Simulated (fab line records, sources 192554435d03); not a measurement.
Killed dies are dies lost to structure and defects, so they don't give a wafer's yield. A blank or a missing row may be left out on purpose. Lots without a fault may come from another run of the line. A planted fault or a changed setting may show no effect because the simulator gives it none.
fab line records | flow n5_finfet
record lots=21 wafers=63 last_day=20
route steps=1938 shown BEOL_M8@1349 BEOL_M9@1417
lots that met no fault: from a run of the same line without faults
start_h: hours from the record's first day to the start of the lot's first wafer shown | wait_h: hours since the lot's step before | " the same as in the row above | L1.1+2: a row that stands for several wafers | - no value, or no start given | * or withheld: withheld | < > ~ a bound
route shown NAME@n: a module of which the file shows steps, and the number in the route of the first | usual: mean/standard deviation of fault-free wafers | same: alike in all rows | chamber/n: place in a boat | sites: the reading at each site | _std_site: their standard deviation | _edge_site: outer sites' mean less inner sites' | radius_mm: how far each site lies from the wafer's centre | mask NAME#n: copy n | behind: the tool/chamber that last shaped the wafer | hold: why the lot was held/for how many hours/how that ended | device: the transistor (n, p or np) that didn't switch | end of line: the same wafers' tests at the end of the route | a step without rows: its recipe alone | killed: dies lost to structure and defects at the first sort, not the wafer's yield | map: a wafer's dies, x killed, . not, _ none there
set.NAME: the setting as run; set.NAME@STEP: as run at that earlier step | model.NAME: the simulator's own value behind a step, which no gauge read
steps of the route over a sample of lots; a table a step, a row a wafer
services: from which hour (start_h, from the record's first day; less than 0 if before it) a tool's chamber was out of use, for how many hours, and why
## steps
# step N5_BEOL_M8_ETCH_61
# recipe chemistry=CF4 target=SiARC target_depth_a=455 mask_material=CAR-ArF time_s=75.8 ion_energy_ev=80 pressure_mtorr=40 source_w=545 bias_w=36 Ar_flow_sccm=100 cf4_flow_sccm=100 ends=cleared
# usual bias_w=36.01/0.11 drypump_motor_current_A=5.7/0.37 etch_rf_on_time_s=75.6/1.5 oes_product_au=0.70/0.064 rf_vpp_V=184.6/1 showerhead_plenum_p_Torr=2.19/0.045 throttle_valve_pct=15.41/0.29
# columns lot.wafer tool chamber start_h wait_h bias_w drypump_motor_current_A etch_rf_on_time_s oes_product_au rf_hours_counter_h rf_vpp_V showerhead_plenum_p_Torr throttle_valve_pct
L074.2 rie_diel-04 1 226.34 0.0 35.92 6.2 74.8 0.63 214 184.8 2.21 16.03
L074.4 " 3 " " 36.02 5.5 74.8 0.75 24 186.1 2.19 15.19
L074.6 " 1 " " 35.94 6.2 75.0 0.62 - 184.8 2.21 16.03
L075.2 rie_diel-04 2 228.12 0.0 36.11 5.9 77.2 0.61 216 185.2 2.12 15.71
L075.4 " 3 " " 35.99 5.5 75.1 0.76 25 184.1 2.19 15.18
L075.5 " 3 " " 35.92 5.5 76.4 0.75 - 184.7 2.19 15.17
L076.3 rie_diel-06 2 234.09 0.0 35.99 5.6 75.1 0.81 9 184.1 2.18 15.05
L076.4 " 2 " " 35.99 5.6 74.6 0.80 - 184.7 2.18 15.07
L076.5 " 0 " " 36.03 5.2 76.2 0.77 - 185.0 2.18 15.01
L078.1 rie_diel-01 2 249.35 0.0 35.94 5.9 77.7 0.67 90 183.7 2.23 15.29
L078.4 " 0 " " 36.04 5.9 77.3 0.72 46 185.8 2.27 15.13
L078.5 " 3 " " 35.95 5.2 72.6 0.74 - 184.3 2.18 15.36
L079.1 rie_diel-04 0 273.59 0.0 36.23 6.1 74.9 0.75 57 184.8 2.18 15.16
L079.2 " 1 " " 35.94 6.2 74.5 0.61 229 186.0 2.20 16.05
L079.3 " 2 " " 35.96 5.9 77.7 0.59 232 183.5 2.11 15.77
L080.1 rie_diel-01 1 273.63 0.0 36.08 5.3 76.7 0.60 238 183.1 2.21 15.91
L080.2 " 0 " " 36.14 5.9 77.2 0.72 53 186.2 2.26 15.15
L080.4 " 2 " " 35.96 5.9 78.0 0.66 96 185.4 2.22 15.31
L081.2 rie_diel-01 3 276.98 0.0 35.98 5.2 72.4 0.73 62 184.7 2.18 15.38
L081.3 " 2 " " 35.96 5.9 77.9 0.66 97 185.5 2.22 15.31
L081.4 " 0 " " 36.09 5.9 76.6 0.71 54 185.1 2.26 15.16
L082.3 rie_diel-01 3 283.29 0.0 36.02 5.3 72.6 0.73 64 185.0 2.18 15.38
L082.5 " 0 " " 36.14 5.9 76.9 0.71 - 185.1 2.26 15.16
L082.6 " 1 " " 36.12 5.3 75.6 0.60 - 183.2 2.21 15.89
L083.1 rie_diel-04 0 308.70 0.0 35.82 6.1 74.1 0.75 66 184.3 2.17 15.15
L083.3 " 1 " " 36.14 6.2 74.7 0.60 238 186.5 2.20 16.06
L083.5 " 3 " " 36.11 5.5 75.5 0.71 - 182.6 2.18 15.25
L085.3 rie_diel-04 2 322.67 0.0 35.89 5.9 76.9 0.59 247 182.9 2.11 15.77
L085.4 " 0 " " 35.69 6.1 74.0 0.74 72 184.7 2.17 15.18
L085.6 " 1 " " 36.00 6.2 74.4 0.61 - 185.0 2.20 16.09
L086.2 rie_diel-04 1 335.03 0.0 36.12 6.2 73.9 0.61 245 184.5 2.20 16.08
L086.3 " 3 " " 35.79 5.5 74.9 0.71 60 186.1 2.18 15.27
L086.5 " 0 " " 36.04 6.1 74.7 0.74 - 184.5 2.17 15.18
L088.1 rie_diel-06 2 335.24 0.0 35.95 5.6 74.7 0.74 44 185.0 2.17 15.13
L088.3 " 3 " " 36.13 4.9 74.9 0.80 5 186.0 2.29 15.29
L088.6 " 1 " " 35.94 5.5 76.5 0.65 - 183.9 2.14 15.75
L087.1 rie_diel-01 3 336.36 0.0 35.91 5.2 73.2 0.71 84 183.5 2.17 15.43
L087.2 " 0 " " 36.04 5.9 76.8 0.70 75 185.1 2.26 15.21
L087.5 " 2 " " 36.06 5.9 77.4 0.65 - 184.9 2.22 15.35
L089.2 rie_diel-04 3 340.37 0.0 36.15 5.5 76.0 0.70 62 183.3 2.18 15.25
L089.3 " 0 " " 36.06 6.1 75.0 0.73 - 184.4 2.17 15.19
L089.5 " 0 " " 36.16 6.1 75.5 0.73 - 183.7 2.17 15.20
L092.3 rie_diel-06 0 344.21 0.0 35.91 5.2 76.1 0.72 61 183.3 2.17 15.07
L092.4 " 3 " " 35.97 4.9 76.1 0.78 8 184.9 2.29 15.32
L092.5 " 2 " " 36.17 5.6 75.2 0.73 - 185.4 2.17 15.14
L090.4 rie_diel-06 0 345.65 0.0 36.07 5.2 76.4 0.72 62 184.6 2.17 15.08
L090.5 " 1 " " 35.80 5.5 75.9 0.65 - 183.9 2.13 15.73
L090.6 " 2 " " 35.86 5.6 74.6 0.75 - 184.3 2.17 15.15
L091.2 rie_diel-01 2 358.24 0.0 35.99 5.9 77.8 0.63 127 184.5 2.21 15.36
L091.4 " 1 " " 36.08 5.3 74.8 0.83 - 184.3 2.20 15.44
L091.6 " 2 " " 36.17 5.9 78.4 0.64 - 184.9 2.21 15.36
L094.1 rie_diel-04 1 358.26 0.0 35.83 6.2 75.0 0.59 253 183.4 2.19 16.10
L094.2 " 0 " " 35.86 6.1 74.1 0.72 85 183.7 2.17 15.20
L094.6 " 0 " " 35.87 6.1 73.9 0.73 - 185.3 2.17 15.21
L095.2 rie_diel-01 2 363.61 0.0 36.00 5.9 77.2 0.64 129 183.7 2.21 15.38
L095.3 " 0 " " 36.17 5.9 77.0 0.69 83 185.8 2.25 15.19
L095.6 " 2 " " 35.91 5.9 76.9 0.65 - 186.3 2.21 15.38
L093.1 rie_diel-04 3 364.59 0.0 35.92 5.5 75.4 0.69 73 183.1 2.17 15.28
L093.2 " 0 " " 35.94 6.1 75.2 0.71 87 184.4 2.17 15.22
L093.6 " 3 " " 35.88 5.5 76.1 0.69 - 183.9 2.17 15.29
L097.1 rie_diel-01 0 395.09 0.0 36.14 5.9 78.1 0.67 94 186.6 2.25 15.22
L097.2 " 2 " " 35.80 5.9 77.6 0.63 142 186.0 2.21 15.39
L097.4 " 3 " " 36.01 5.2 74.0 0.68 106 183.9 2.16 15.48
# step N5_BEOL_M8_STRIP_67
# recipe chemistry=CF4 resist=SiARC power_w=300 bias_power_w=75 pressure_mtorr=50 cf4_flow_sccm=150 rf_frequency_hz=6e+07
# usual drypump_motor_current_A=5.7/0.37 oes_product_au=0.81/0.072 power_w=300.0/0.88 rf_vpp_V=271.9/1.2 showerhead_plenum_p_Torr=1.83/0.037 throttle_valve_pct=13.38/0.29
# columns lot.wafer tool chamber start_h wait_h drypump_motor_current_A oes_product_au power_w rf_hours_counter_h rf_vpp_V showerhead_plenum_p_Torr throttle_valve_pct
L074.2 rie_diel-04 1 226.54 0.0 6.2 0.72 300.1 214 272.5 1.83 13.95
L074.4 " 3 " " 5.5 0.88 299.3 24 272.4 1.83 13.14
L074.6 " 1 " " 6.2 0.73 300.0 - 271.7 1.83 13.94
L075.2 rie_diel-04 2 228.32 0.0 5.9 0.72 300.4 216 270.7 1.77 13.70
L075.4 " 3 " " 5.5 0.88 300.0 25 273.3 1.83 13.15
L075.5 " 3 " " 5.5 0.88 299.7 - 272.6 1.83 13.14
L076.3 rie_diel-06 2 234.29 0.0 5.7 0.94 299.8 9 270.7 1.82 13.00
L076.4 " 2 " " 5.6 0.94 300.4 - 272.7 1.82 13.02
L076.5 " 0 " " 5.2 0.90 299.2 - 271.2 1.84 13.05
L078.1 rie_diel-01 2 249.55 0.0 5.9 0.79 298.5 90 273.7 1.87 13.29
L078.4 " 0 " " 5.9 0.85 301.1 47 274.2 1.89 13.07
L078.5 " 3 " " 5.2 0.85 299.9 - 271.7 1.83 13.32
L079.1 rie_diel-04 0 273.79 0.0 6.1 0.88 301.1 57 272.4 1.83 13.14
L079.2 " 1 " " 6.2 0.71 299.6 229 270.5 1.83 13.99
L079.3 " 2 " " 5.9 0.70 301.2 233 271.2 1.76 13.74
L080.1 rie_diel-01 1 273.83 0.0 5.3 0.71 300.2 238 272.1 1.86 13.90
L080.2 " 0 " " 5.9 0.84 300.2 53 274.6 1.88 13.08
L080.4 " 2 " " 5.9 0.79 298.5 96 272.3 1.86 13.32
L081.2 rie_diel-01 3 277.18 0.0 5.3 0.83 298.4 62 270.5 1.82 13.34
L081.3 " 2 " " 5.9 0.78 300.0 97 272.4 1.86 13.31
L081.4 " 0 " " 5.9 0.84 300.6 54 271.7 1.88 13.07
L082.3 rie_diel-01 3 283.49 0.0 5.2 0.84 300.3 64 270.8 1.82 13.35
L082.5 " 0 " " 5.9 0.84 300.7 - 273.8 1.88 13.08
L082.6 " 1 " " 5.3 0.71 301.0 - 272.5 1.86 13.90
L083.1 rie_diel-04 0 308.91 0.0 6.1 0.87 300.1 66 271.4 1.83 13.17
L083.3 " 1 " " 6.2 0.70 300.8 238 272.3 1.83 14.02
L083.5 " 3 " " 5.5 0.83 299.6 - 270.8 1.83 13.19
L085.3 rie_diel-04 2 322.87 0.0 5.8 0.70 300.3 247 270.0 1.76 13.76
L085.4 " 0 " " 6.1 0.85 300.3 72 271.2 1.83 13.19
L085.6 " 1 " " 6.2 0.71 299.7 - 272.9 1.83 14.02
L086.2 rie_diel-04 1 335.23 0.0 6.2 0.70 300.3 245 272.1 1.82 14.05
L086.3 " 3 " " 5.5 0.83 298.1 60 271.4 1.82 13.24
L086.5 " 0 " " 6.1 0.85 299.6 - 271.5 1.83 13.18
L088.1 rie_diel-06 2 335.44 0.0 5.6 0.87 299.1 44 272.9 1.81 13.08
L088.3 " 3 " " 5.0 0.93 299.3 5 273.5 1.92 13.25
L088.6 " 1 " " 5.5 0.77 298.5 - 272.0 1.78 13.69
L087.1 rie_diel-01 3 336.56 0.0 5.2 0.81 300.7 84 271.3 1.82 13.37
L087.2 " 0 " " 5.9 0.81 299.8 76 273.6 1.88 13.11
L087.5 " 2 " " 5.9 0.76 300.4 - 271.9 1.86 13.38
L089.2 rie_diel-04 3 340.67 0.0 5.5 0.83 300.1 62 271.8 1.82 13.21
L089.3 " 0 " " 6.1 0.86 300.8 - 271.5 1.82 13.17
L089.5 " 0 " " 6.1 0.86 300.4 - 270.6 1.83 13.19
L092.3 rie_diel-06 0 344.41 0.0 5.2 0.84 300.0 61 272.3 1.83 13.14
L092.4 " 3 " " 4.9 0.93 299.1 8 273.2 1.92 13.26
L092.5 " 2 " " 5.6 0.86 298.6 - 271.1 1.81 13.11
L090.4 rie_diel-06 0 345.86 0.0 5.2 0.85 300.2 62 272.2 1.83 13.15
L090.5 " 1 " " 5.5 0.76 300.2 - 269.9 1.78 13.71
L090.6 " 2 " " 5.7 0.86 301.5 - 273.9 1.81 13.10
L091.2 rie_diel-01 2 358.44 0.0 5.9 0.76 300.6 127 272.6 1.86 13.37
L091.4 " 1 " " 5.3 0.98 298.6 - 271.0 1.85 13.37
L091.6 " 2 " " 5.9 0.75 300.4 - 272.8 1.86 13.39
L094.1 rie_diel-04 1 358.46 0.0 6.3 0.69 300.3 254 270.4 1.82 14.05
L094.2 " 0 " " 6.1 0.85 300.3 85 270.3 1.82 13.21
L094.6 " 0 " " 6.1 0.84 300.1 - 271.4 1.82 13.21
L095.2 rie_diel-01 2 363.81 0.0 5.9 0.75 299.0 129 272.6 1.85 13.38
L095.3 " 0 " " 5.9 0.80 301.1 83 272.6 1.88 13.15
L095.6 " 2 " " 5.9 0.76 300.0 - 271.5 1.85 13.38
L093.1 rie_diel-04 3 364.80 0.0 5.5 0.81 300.9 73 271.3 1.82 13.26
L093.2 " 0 " " 6.1 0.84 298.7 87 272.9 1.82 13.21
L093.6 " 3 " " 5.5 0.81 299.7 - 270.9 1.82 13.23
L097.1 rie_diel-01 0 395.29 0.0 5.9 0.79 301.5 94 273.3 1.87 13.17
L097.2 " 2 " " 5.9 0.75 299.5 142 272.1 1.85 13.42
L097.4 " 3 " " 5.2 0.80 299.4 107 271.9 1.81 13.43
# step N5_BEOL_M8_ETCH_41
# recipe chemistry=CH3F/O2 target=SiCN target_depth_a=319 taper_deg=2 time_s=57.8 ion_energy_ev=120 mask_material=TiN pressure_mtorr=30 source_w=395 bias_w=75 Ar_flow_sccm=150 CH3F_flow_sccm=30 O2_flow_sccm=20
# usual bias_w=74.98/0.2 drypump_motor_current_A=5.6/0.35 oes_product_au=0.82/0.08 rf_vpp_V=298.2/1.2 showerhead_plenum_p_Torr=2.05/0.047 throttle_valve_pct=16.09/0.26
# columns lot.wafer tool chamber start_h wait_h bias_w drypump_motor_current_A oes_product_au rf_hours_counter_h rf_vpp_V showerhead_plenum_p_Torr throttle_valve_pct
L074.2 rie_diel-01 1 - - 74.95 5.3 0.71 225 300.0 2.06 16.54
L074.4 " 2 " " 74.78 5.9 0.79 82 299.7 2.09 15.99
L074.6 " 3 " " 74.80 5.2 0.87 - 299.4 2.04 16.06
L075.2 rie_diel-06 2 - - 75.14 5.6 0.95 6 300.0 2.04 15.81
L075.4 " 3 " " 75.13 4.9 0.69 - 296.0 1.90 16.37
L075.5 " 2 " " 75.49 5.6 0.94 - 299.9 2.04 15.81
L076.3 rie_diel-06 2 - - 75.36 5.6 0.93 10 297.2 2.04 15.80
L076.4 " 0 " " 74.91 5.2 0.92 24 297.9 2.03 15.64
L076.5 " 2 " " 74.93 5.6 0.93 - 298.6 2.04 15.79
L078.1 rie_diel-01 1 - - 75.10 5.3 0.71 233 298.5 2.06 16.54
L078.4 " 2 " " 74.62 5.9 0.78 91 299.3 2.09 15.99
L078.5 " 2 " " 74.69 5.9 0.78 - 301.3 2.09 15.98
L079.1 rie_diel-06 1 - - 74.97 5.6 0.77 115 298.9 2.01 16.45
L079.2 " 0 " " 75.08 5.2 0.89 38 298.7 2.02 15.66
L079.3 " 3 " " 75.04 4.9 0.67 240 295.6 1.89 16.39
L080.1 rie_diel-04 2 - - 75.01 5.9 0.70 233 295.8 1.98 16.50
L080.2 " 3 " " 75.17 5.5 0.86 43 298.6 2.04 15.95
L080.4 " 0 " " 75.01 6.1 0.88 58 298.2 2.03 15.82
L081.2 rie_diel-04 3 - - 75.05 5.5 0.86 43 297.6 2.04 15.95
L081.3 " 2 " " 75.36 6.0 0.69 234 298.4 1.98 16.50
L081.4 " 0 " " 74.90 6.1 0.88 58 297.4 2.03 15.82
L082.3 rie_diel-01 0 - - 75.02 5.9 0.83 58 298.8 2.13 15.93
L082.5 " 2 " " 74.78 5.9 0.77 - 300.7 2.08 16.02
L082.6 " 3 " " 75.17 5.2 0.84 - 296.8 2.03 16.08
L083.1 rie_diel-01 1 - - 75.19 5.3 0.69 250 299.0 2.06 16.57
L083.3 " 3 " " 74.92 5.2 0.82 73 298.6 2.03 16.10
L083.5 " 1 " " 75.14 5.3 0.69 - 297.1 2.06 16.58
L085.3 rie_diel-01 2 - - 74.89 5.9 0.75 115 298.0 2.08 16.02
L085.4 " 0 " " 74.95 5.9 0.82 - 299.2 2.13 15.95
L085.6 " 3 " " 74.68 5.2 0.82 - 296.5 2.03 16.11
L088.1 rie_diel-04 3 - - 74.67 5.4 0.84 62 297.8 2.04 15.97
L088.3 " 1 " " 75.29 6.2 0.70 246 299.5 2.07 16.86
L088.6 " 3 " " 74.26 5.5 0.82 - 298.8 2.04 15.97
L086.2 rie_diel-04 3 - - 75.10 5.5 0.82 62 297.9 2.04 15.97
L086.3 " 3 " " 75.15 5.4 0.82 - 298.8 2.04 15.95
L086.5 " 0 " " 74.98 6.1 0.86 - 297.7 2.02 15.85
L087.1 rie_diel-01 2 - - 74.93 5.9 0.76 120 298.0 2.08 16.03
L087.2 " 0 " " 74.89 5.9 0.81 77 298.7 2.12 15.98
L087.5 " 3 " " 74.95 5.2 0.83 - 297.3 2.03 16.12
L089.2 rie_diel-01 1 - - 75.00 5.3 1.01 0 298.3 2.06 16.08
L089.3 " 0 " " 74.81 5.9 0.80 77 299.7 2.12 15.98
L089.5 " 3 " " 74.97 5.2 0.82 - 297.9 2.03 16.13
L092.3 rie_diel-01 3 - - 75.16 5.3 0.82 88 297.4 2.03 16.12
L092.4 " 2 " " 75.15 5.9 0.74 123 297.8 2.07 16.05
L092.5 " 3 " " 75.00 5.2 0.81 - 297.2 2.03 16.13
L090.4 rie_diel-01 1 - - 75.35 5.3 0.99 3 299.9 2.05 16.09
L090.5 " 3 " " 74.90 5.2 0.81 - 297.3 2.03 16.12
L090.6 " 2 " " 75.11 5.9 0.75 - 299.4 2.07 16.05
L091.2 rie_diel-01 1 - - 75.04 5.3 0.99 7 299.0 2.05 16.10
L091.4 " 1 " " 75.26 5.3 0.98 - 297.8 2.05 16.10
L091.6 " 2 " " 74.91 5.9 0.75 - 297.8 2.07 16.06
L094.1 rie_diel-04 0 - - 74.87 6.1 0.85 86 297.9 2.02 15.88
L094.2 " 3 " " 74.77 5.5 0.81 72 298.1 2.03 16.00
L094.6 " 3 " " 74.69 5.5 0.82 - 296.6 2.03 15.99
L095.2 rie_diel-04 0 - - 74.80 6.1 0.84 88 297.4 2.02 15.87
L095.3 " 3 " " 75.27 5.5 0.83 74 298.3 2.03 16.00
L095.6 " 2 " " 74.99 5.9 0.96 - 295.4 1.97 16.05
L093.1 rie_diel-01 0 - - 74.80 5.9 0.80 84 299.6 2.12 15.96
L093.2 " 2 " " 74.89 5.9 0.75 131 299.4 2.07 16.07
L093.6 " 2 " " 74.94 5.9 0.74 - 297.9 2.07 16.06
L097.1 rie_diel-01 3 - - 74.92 5.3 0.80 107 298.6 2.02 16.16
L097.2 " 0 " " 75.25 5.9 0.78 95 299.5 2.12 16.02
L097.4 " 1 " " 74.86 5.3 0.93 21 298.7 2.05 16.14
# step N5_BEOL_M8_DEGAS_44
# recipe ambient=vacuum temp_c=250 time_s=60
# usual heater_power_w=338/36
# columns lot.wafer tool chamber start_h wait_h heater_power_w
L074.2 pvd_sputter-03 - 230.29 0.3 393
L074.4 " - " " 328
L074.6 " - " " 390
L075.2 pvd_sputter-02 - 230.54 0.2 340
L075.4 " - " " 361
L075.5 " - " " 379
L076.3 pvd_sputter-02 - 237.24 0.3 382
L076.4 " - " " 364
L076.5 " - " " 354
L078.1 pvd_sputter-03 - 252.67 0.4 293
L078.4 " - " " 400
L078.5 " - " " 406
L079.1 pvd_sputter-03 - 276.87 0.3 298
L079.2 " - " " 328
L079.3 " - " " 325
L080.1 pvd_sputter-03 - 276.95 0.3 407
L080.2 " - " " 300
L080.4 " - " " 319
L081.2 pvd_sputter-03 - 279.50 0.3 301
L081.3 " - " " 316
L081.4 " - " " 406
L082.3 pvd_sputter-02 - 288.58 0.4 373
L082.5 " - " " 353
L082.6 " - " " 328
L083.1 pvd_sputter-01 - 312.64 2.1 329
L083.3 " - " " 345
L083.5 " - " " 352
L085.3 pvd_sputter-02 - 327.18 0.2 377
L085.4 " - " " 391
L085.6 " - " " 315
L088.1 pvd_sputter-03 - 339.16 0.5 329
L088.3 " - " " 406
L088.6 " - " " 395
L086.2 pvd_sputter-02 - 341.02 0.9 335
L086.3 " - " " 380
L086.5 " - " " 331
L087.1 pvd_sputter-02 - 341.10 0.9 328
L087.2 " - " " 350
L087.5 " - " " 335
L089.2 pvd_sputter-01 - 342.80 0.6 335
L089.3 " - " " 286
L089.5 " - " " 340
L092.3 pvd_sputter-03 - 347.23 0.2 319
L092.4 " - " " 329
L092.5 " - " " 323
L090.4 pvd_sputter-03 - 349.72 1.4 324
L090.5 " - " " 403
L090.6 " - " " 304
L091.2 pvd_sputter-03 - 361.08 0.7 300
L091.4 " - " " 329
L091.6 " - " " 326
L094.1 pvd_sputter-03 - 362.61 0.7 327
L094.2 " - " " 283
L094.6 " - " " 314
L093.1 pvd_sputter-01 - 368.53 0.3 348
L093.2 " - " " 334
L093.6 " - " " 331
L095.2 pvd_sputter-02 - 368.98 0.5 373
L095.3 " - " " 333
L095.6 " - " " 314
L097.1 pvd_sputter-03 - 398.29 0.3 326
L097.2 " - " " 325
L097.4 " - " " 399
# step N5_BEOL_M8_PRE_CLEAN_45
# recipe gas=H2/He time_s=30 temp_c=250
# usual heater_power_w=339/37
# columns lot.wafer tool chamber start_h wait_h heater_power_w
L074.2 pvd_sputter-03 - 230.33 0.0 395
L074.4 " - " " 319
L074.6 " - " " 396
L075.2 pvd_sputter-02 - 230.58 0.0 336
L075.4 " - " " 363
L075.5 " - " " 385
L076.3 pvd_sputter-02 - 237.28 0.0 395
L076.4 " - " " 363
L076.5 " - " " 350
L078.1 pvd_sputter-03 - 252.71 0.0 306
L078.4 " - " " 414
L078.5 " - " " 397
L079.1 pvd_sputter-03 - 276.91 0.0 290
L079.2 " - " " 325
L079.3 " - " " 310
L080.1 pvd_sputter-03 - 276.99 0.0 412
L080.2 " - " " 296
L080.4 " - " " 326
L081.2 pvd_sputter-03 - 279.54 0.0 290
L081.3 " - " " 322
L081.4 " - " " 409
L082.3 pvd_sputter-02 - 288.62 0.0 389
L082.5 " - " " 356
L082.6 " - " " 317
L083.1 pvd_sputter-01 - 312.68 0.0 341
L083.3 " - " " 337
L083.5 " - " " 343
L085.3 pvd_sputter-02 - 327.22 0.0 380
L085.4 " - " " 384
L085.6 " - " " 325
L088.1 pvd_sputter-03 - 339.20 0.0 323
L088.3 " - " " 407
L088.6 " - " " 400
L086.2 pvd_sputter-02 - 341.06 0.0 338
L086.3 " - " " 380
L086.5 " - " " 341
L087.1 pvd_sputter-02 - 341.14 0.0 335
L087.2 " - " " 354
L087.5 " - " " 335
L089.2 pvd_sputter-01 - 342.84 0.0 337
L089.3 " - " " 290
L089.5 " - " " 329
L092.3 pvd_sputter-03 - 347.27 0.0 333
L092.4 " - " " 320
L092.5 " - " " 326
L090.4 pvd_sputter-03 - 349.76 0.0 329
L090.5 " - " " 404
L090.6 " - " " 289
L091.2 pvd_sputter-03 - 361.12 0.0 301
L091.4 " - " " 322
L091.6 " - " " 323
L094.1 pvd_sputter-03 - 362.65 0.0 322
L094.2 " - " " 291
L094.6 " - " " 333
L093.1 pvd_sputter-01 - 368.57 0.0 347
L093.2 " - " " 328
L093.6 " - " " 328
L095.2 pvd_sputter-02 - 369.02 0.0 383
L095.3 " - " " 336
L095.6 " - " " 316
L097.1 pvd_sputter-03 - 398.33 0.0 314
L097.2 " - " " 326
L097.4 " - " " 408
# step N5_BEOL_M9_DESCUM_16
# recipe chemistry=O2 time_s=7.9 source_power_w=50 bias_power_w=20 pressure_mtorr=20 rf_frequency_hz=2.712e+07 temp_c=40 resist=CAR-ArF o2_flow_sccm=225
# usual drypump_motor_current_A=5.6/0.48 oes_product_au=0.79/0.1 rf_vpp_V=243.2/1.4 showerhead_plenum_p_Torr=2.09/0.078 throttle_valve_pct=20.28/0.23
# columns lot.wafer tool chamber start_h wait_h drypump_motor_current_A oes_product_au rf_hours_counter_h rf_vpp_V showerhead_plenum_p_Torr throttle_valve_pct
L074.2 rie_diel-02 0 233.78 0.0 5.0 0.68 250 243.3 2.15 20.25
L074.4 " 2 " " 5.6 0.74 - 244.1 2.17 20.33
L074.6 " 3 " " 6.0 0.72 - 241.2 1.99 20.42
L075.2 rie_diel-02 0 234.60 0.0 5.0 0.68 251 242.7 2.15 20.26
L075.4 " 3 " " 6.0 0.71 - 241.6 1.98 20.41
L075.5 " 0 " " 5.0 0.68 - 245.6 2.15 20.27
L076.3 rie_diel-02 3 241.79 0.0 6.0 0.71 209 241.4 1.98 20.42
L076.4 " 1 " " 6.4 0.75 - 243.4 2.01 20.58
L076.5 " 2 " " 5.6 0.73 - 244.9 2.17 20.33
L078.1 rie_diel-03 0 257.18 0.0 5.1 0.70 219 246.0 2.15 20.41
L078.4 " 2 " " 5.6 1.00 1 243.5 2.13 19.89
L078.5 " 3 " " 5.2 0.81 - 243.4 2.10 20.17
L079.1 rie_diel-05 0 280.79 0.0 5.6 0.92 26 243.6 2.07 20.45
L079.2 " 2 " " 5.6 0.96 14 244.8 2.25 20.34
L079.3 " 1 " " 5.4 0.82 86 244.1 2.19 20.13
L080.1 rie_diel-03 2 283.04 0.0 5.7 0.96 9 245.0 2.12 19.91
L080.2 " 1 " " 6.3 0.91 23 241.5 2.05 19.93
L080.4 " 0 " " 5.1 0.70 226 244.0 2.14 20.45
L081.2 rie_diel-02 2 284.42 0.0 5.6 0.71 223 243.4 2.17 20.37
L081.3 " 1 " " 6.4 0.73 160 241.6 2.01 20.62
L081.4 " 1 " " 6.4 0.73 - 241.9 2.01 20.61
L082.3 rie_diel-05 3 292.08 0.0 5.0 1.00 1 244.9 2.14 20.13
L082.5 " 1 " " 5.4 0.83 - 246.8 2.19 20.13
L082.6 " 2 " " 5.6 0.94 - 245.9 2.25 20.36
L083.1 rie_diel-02 2 316.65 0.0 5.6 0.70 230 243.8 2.16 20.36
L083.3 " 3 " " 6.0 0.70 233 239.9 1.98 20.45
L083.5 " 3 " " 6.0 0.70 - 241.5 1.98 20.46
L085.3 rie_diel-03 0 336.21 0.0 5.1 0.69 242 243.9 2.14 20.44
L085.4 " 1 " " 6.4 0.87 - 242.3 2.04 19.93
L085.6 " 3 " " 5.2 0.78 - 245.0 2.10 20.18
L088.1 rie_diel-02 2 343.55 0.0 5.6 0.71 238 243.9 2.16 20.36
L088.3 " 0 " " 5.0 0.93 21 243.5 2.14 19.80
L088.6 " 3 " " 6.0 0.70 - 241.6 1.97 20.47
L086.2 rie_diel-02 1 345.51 0.0 6.5 0.72 175 243.1 2.00 20.64
L086.3 " 3 " " 6.0 0.68 242 242.9 1.97 20.47
L086.5 " 2 " " 5.6 0.69 - 245.7 2.16 20.38
L087.1 rie_diel-03 3 345.71 0.0 5.1 0.77 103 242.9 2.09 20.19
L087.2 " 1 " " 6.4 0.86 43 242.1 2.04 19.94
L087.5 " 1 " " 6.4 0.86 - 242.0 2.04 19.95
L089.2 rie_diel-02 3 346.17 0.0 6.0 0.69 242 242.2 1.97 20.46
L089.3 " 1 " " 6.4 0.72 176 244.2 2.00 20.63
L089.5 " 3 " " 6.0 0.70 - 241.7 1.97 20.49
L092.3 rie_diel-02 3 351.66 0.0 6.0 0.68 244 240.7 1.97 20.48
L092.4 " 3 " " 6.0 0.69 - 242.5 1.97 20.48
L092.5 " 1 " " 6.4 0.72 - 241.4 2.00 20.64
L090.4 rie_diel-03 2 353.81 0.0 5.6 0.91 24 243.0 2.12 19.94
L090.5 " 2 " " 5.6 0.92 - 243.0 2.12 19.93
L090.6 " 3 " " 5.1 0.76 - 243.9 2.09 20.19
L091.2 rie_diel-02 1 364.83 0.0 6.4 0.72 181 240.9 2.00 20.64
L091.4 " 3 " " 6.0 0.69 - 241.0 1.97 20.49
L091.6 " 1 " " 6.4 0.71 - 242.3 2.00 20.63
L094.1 rie_diel-02 1 368.37 0.0 6.4 0.72 183 240.1 2.00 20.64
L094.2 " 2 " " 5.6 0.70 247 245.4 2.16 20.39
L094.6 " 2 " " 5.6 0.68 - 243.8 2.16 20.40
L093.1 rie_diel-03 2 372.85 0.0 5.6 0.91 31 242.7 2.12 19.95
L093.2 " 1 " " 6.4 0.86 54 241.5 2.03 19.96
L093.6 " 1 " " 6.4 0.85 - 242.6 2.04 19.96
L095.2 rie_diel-03 0 375.27 0.0 5.1 1.01 0 243.5 2.13 20.00
L095.3 " 2 " " 5.6 0.91 33 243.0 2.12 19.96
L095.6 " 3 " " 5.2 0.77 - 242.6 2.09 20.19
L097.1 rie_diel-05 1 404.72 0.0 5.4 0.79 117 244.9 2.18 20.18
L097.2 " 3 " " 4.9 0.92 25 242.6 2.13 20.18
L097.4 " 0 " " 5.6 0.87 57 242.6 2.05 20.50
## services
# columns tool chamber start_h hours kind
rie_diel-01 - 202.64 0.5 repair
rie_diel-02 1 229.90 7.5 repair
rie_diel-03 - 240.30 14.6 pm
rie_diel-01 - 252.18 2.8 pm
rie_diel-05 1 270.40 3.0 repair
rie_diel-02 0 274.42 7.1 repair
rie_diel-01 1 310.65 - clean
rie_diel-01 1 310.65 - consumable_replace:focus_ring
rie_diel-01 1 310.65 29.0 scheduled_down
rie_diel-01 1 310.65 29.0 vent_cycle
rie_diel-05 1 330.57 3.3 repair
rie_diel-03 2 333.39 19.1 repair
rie_diel-05 - 333.75 0.4 repair
rie_diel-04 2 335.54 - clean
rie_diel-04 1 338.83 3.5 repair
pvd_sputter-01 - 344.74 1.6 repair
rie_diel-02 0 350.54 31.6 repair
pvd_sputter-02 - 351.20 11.7 repair
rie_diel-06 1 354.22 10.2 repair
rie_diel-01 0 354.91 5.7 repair
pvd_sputter-03 - 378.22 3.7 repair
rie_diel-05 - 385.81 4.3 pm
rie_diel-03 - 388.37 4.3 pm
rie_diel-05 3 390.15 6.0 repair
## key
fault none
